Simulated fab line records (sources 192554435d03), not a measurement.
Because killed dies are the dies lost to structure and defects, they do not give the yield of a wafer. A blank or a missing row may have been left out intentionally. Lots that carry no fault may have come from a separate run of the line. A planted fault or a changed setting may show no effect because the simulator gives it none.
A lot that was struck, set against a sound lot -- flow n5_finfet -- 37 steps out of a route of 1938
Sound: wafers L634.1, L634.2, L634.5. Struck: wafer L636.5. (L636.3, L636.6 of the same lot were not struck and are left out.) The cause comes at the end.
Each step with rows lists, per side, the tool, then ch with its chambers, then its first start. Under that, the readings that differ: sound wafers -- struck wafers -- difference of the means -- sigmas: that difference in standard deviations of wafers without a fault.
alike: words and numbers the same on both sides, and readings whose means are apart by under 2 such deviations; not compared: readings that were withheld, readings missing a value for some wafer, numbers with overlapping values and no deviation given by the record, and bounds like >300 which may hide the same value.
The two part at a step that has a row with sigmas, a row that says differs or no value, or rows on one side only. When numbers do not overlap yet have no deviation, they are printed without sigmas and do not part them. A reading missing from all wafers of one side parts the sides only when that side holds two or more wafers.

first, 9 steps without rows for these wafers: N5_PMOS_HMC_CHANNEL_EPI_EXPOSE_06 (exposes mask PMOS HMC BLK, target cd 240 nm); N5_PMOS_HMC_CHANNEL_EPI_PEB_07 (peb time 60 s); N5_PMOS_HMC_CHANNEL_EPI_DEVELOP_08 (develop time 30 s); N5_PMOS_HMC_CHANNEL_EPI_DESCUM_14 (chemistry O2, time 7.9 s); N5_PMOS_HMC_CHANNEL_EPI_ETCH_32 (etches BARC in N2/H2, stops on SiO2, target depth 85.8 nm, time 50.3 s); N5_PMOS_HMC_CHANNEL_EPI_HM_OPEN_15 (chemistry CHF3/O2, target SiO2, target depth 40.6 nm, time 20.3 s); N5_PMOS_HMC_CHANNEL_EPI_STRIP_33 (strips in N2/H2); N5_PMOS_HMC_CHANNEL_EPI_STRIP_17 (strips in SPM, time 750 s); N5_PMOS_HMC_CHANNEL_EPI_ETCH_38 (etches SiO2 in CF4, target depth 1.5 nm).
N5_PMOS_HMC_CHANNEL_EPI_FIN_RECESS_16: chemistry HBr/Cl2, target Si, target depth 54 nm, time 18 s.
  sound on rie_si-06 ch 0,1,3, day 5 02:37; struck on rie_si-01 ch 0, day 5 13:31
reading,sound,struck,difference,sigmas
model.etch.depth_nm (nm),53.48 53.45 52.46,64.93,+11.80,
model.PMOS_HMC_CHANNEL_EPI.feature_depth_nm (nm),53.48 53.45 52.46,64.93,+11.80,
model.SiO2_of_PMOS_HMC_CHANNEL_EPI_HM_DEP_34.thk_nm (nm),30.49 31 31.09,29.3,-1.6,
  alike: drypump_motor_current_A, he_backside_leak_sccm, oes_product_au, throttle_valve_pct
  not compared: rf_hours_counter_h
then, 1 step without rows for these wafers: N5_PMOS_HMC_CHANNEL_EPI_PRECLEAN_36 (cleans in O3/DIW, time 45 s).
N5_PMOS_HMC_CHANNEL_EPI_PRECLEAN_18: cleans in DHF, time 30 s.
  sound on wet_bench-02 ch 2,6,7, day 5 02:44; struck on wet_bench-03 ch 2, day 5 13:38
reading,sound,struck,difference,sigmas
model.SiO2_of_PMOS_HMC_CHANNEL_EPI_HM_DEP_34.thk_nm (nm),24.77 25.29 25.35,23.66,-1.48,
then, 5 steps without rows for these wafers: N5_PMOS_HMC_CHANNEL_EPI_SRD_19 (time 30 s); N5_PMOS_HMC_CHANNEL_EPI_EPI_20 (deposits SiGe30, target thk 59 nm); N5_PMOS_HMC_CHANNEL_EPI_HM_STRIP_35 (strips SiO2 in dHF, material SiO2, target depth 39.6 nm, time 216 s); N5_PMOS_HMC_CHANNEL_EPI_SRD_39 (time 30 s); N5_PMOS_HMC_CHANNEL_EPI_CMP_21 (polishes SiGe30, target thk 54 nm).
N5_PMOS_HMC_CHANNEL_EPI_THK_MEAS_22:
  sound: film_metro-01 at day 5 04:50; struck: film_metro-02 at day 5 15:19
reading,sound,struck,difference,sigmas
HMC_CMP_THK (nm),53.4 53.3 52.2,58.6,+5.6,+8
then, 17 steps without rows for these wafers: N5_PMOS_HMC_CHANNEL_EPI_PRECLEAN_40 (cleans in DHF, time 30 s); N5_PMOS_HMC_CHANNEL_EPI_PRECLEAN_37 (cleans in O3/DIW, time 45 s); N5_PMOS_HMC_CHANNEL_EPI_PRECLEAN_24 (cleans in DHF, time 30 s); N5_PMOS_HMC_CHANNEL_EPI_SRD_25 (time 30 s); N5_PMOS_HMC_CHANNEL_EPI_EPI_26 (deposits Si from SiH4/H2, target thk 3.8 nm, time 22.7 s); N5_FIN_SAQP_PRECLEAN_42 (cleans in O3/DIW, time 60 s); N5_FIN_SAQP_PRECLEAN_00 (cleans in SC1, time 60 s); N5_FIN_SAQP_PRECLEAN_44 (cleans in SC2, time 45 s); N5_FIN_SAQP_SRD_01 (time 30 s); N5_FIN_SAQP_ALD_61 (deposits SiO2, target thk 4 nm, pulse time 1 s, purge time 2 s); N5_FIN_SAQP_DENSIFY_62 (time 60 s); N5_FIN_SAQP_HM_DEP_03 (deposits SiNx from SiH4/NH3/N2, target thk 38 nm, time 33.6 s); N5_FIN_SAQP_PECVD_47 (deposits a-Si from SiH4/He, target thk 45 nm, time 36.3 s); N5_FIN_SAQP_PECVD_48 (deposits SiNx from SiH4/NH3/N2, target thk 25 nm, time 22.1 s); N5_FIN_SAQP_PECVD_06 (deposits a-Si from SiH4/He, target thk 60 nm, time 48.1 s); N5_FIN_SAQP_HM_DEP_72 (deposits SiO2 from SiH4/N2O, target thk 12 nm, time 7.2 s); N5_FIN_SAQP_COAT_49 (time 60 s, resist thk 100 nm).
-- the record jumps here: 6 days lie between the struck wafers' starts before and after (it left off in module FIN_SAQP and takes up again in module BEOL_M4, whose first step shown is number 1111 of the route) --
N5_BEOL_M4_RC_MEAS_101:
  sound on prober-02 ch 0, day 11 01:24; struck on prober-02 ch 0, day 11 09:20
reading,sound,struck,difference,sigmas
CJ_P,5.94 5.87 6.05,3.40,-2.55,-15
DIBL_P (mV/V),35.1 34.5 36.1,67.0,+31.8,+20
IOFF_P (nA/um),0.194 0.185 0.204,5.180,+4.986,+99 or more
IOFF_P_85C (nA/um),3.5 3.4 3.7,53.3,+49.8,+99 or more
IOFF_P_LIN (nA/um),0.096 0.093 0.098,0.250,+0.154,+15
IOFF_P_LONG (nA/um),0.000108 0.000107 0.000109,7.7e-05,-3.1e-05,-3
ION_N (uA/um),655 660 668,681,+20,+2
ION_P (uA/um),455 454 459,435,-21,-4
SS_P (mV/dec),72.9 72.6 73.9,106.4,+33.3,+67
  alike: DIBL_N, IOFF_N, SS_N, VT_N, VT_P
-- the record jumps here: 4 days lie between the struck wafers' starts before and after (it left off in module BEOL_M4 and takes up again in module PASSIVATION, whose first step shown is number 1936 of the route) --
N5_PASSIVATION_PROBE_49:
  sound: prober-02 at day 15 05:38; struck: prober-02 at day 15 20:55
reading,sound,struck,difference,sigmas
killed_at_M4_up,15 22 27,4,-17,-3
sort_bin_4_leakage (%),0 0 0,92.37,+92.37,
sort_n_pass,1072 1070 1046,0,-1063,-59
sort_yield_pct (%),90.8 90.7 88.6,0,-90,-60
  alike: defect_limited_yield, killed_at_M0_to_M3, killed_at_contacts, killed_at_front_end, killed_at_other, killed_dies, killed_open, killed_short, sort_bin_5_function, sort_bin_6_memory

## WHERE THEY PART
Last at N5_PASSIVATION_PROBE_49 as far as this record goes, first at N5_PMOS_HMC_CHANNEL_EPI_THK_MEAS_22.

WHY: what the simulator had put in
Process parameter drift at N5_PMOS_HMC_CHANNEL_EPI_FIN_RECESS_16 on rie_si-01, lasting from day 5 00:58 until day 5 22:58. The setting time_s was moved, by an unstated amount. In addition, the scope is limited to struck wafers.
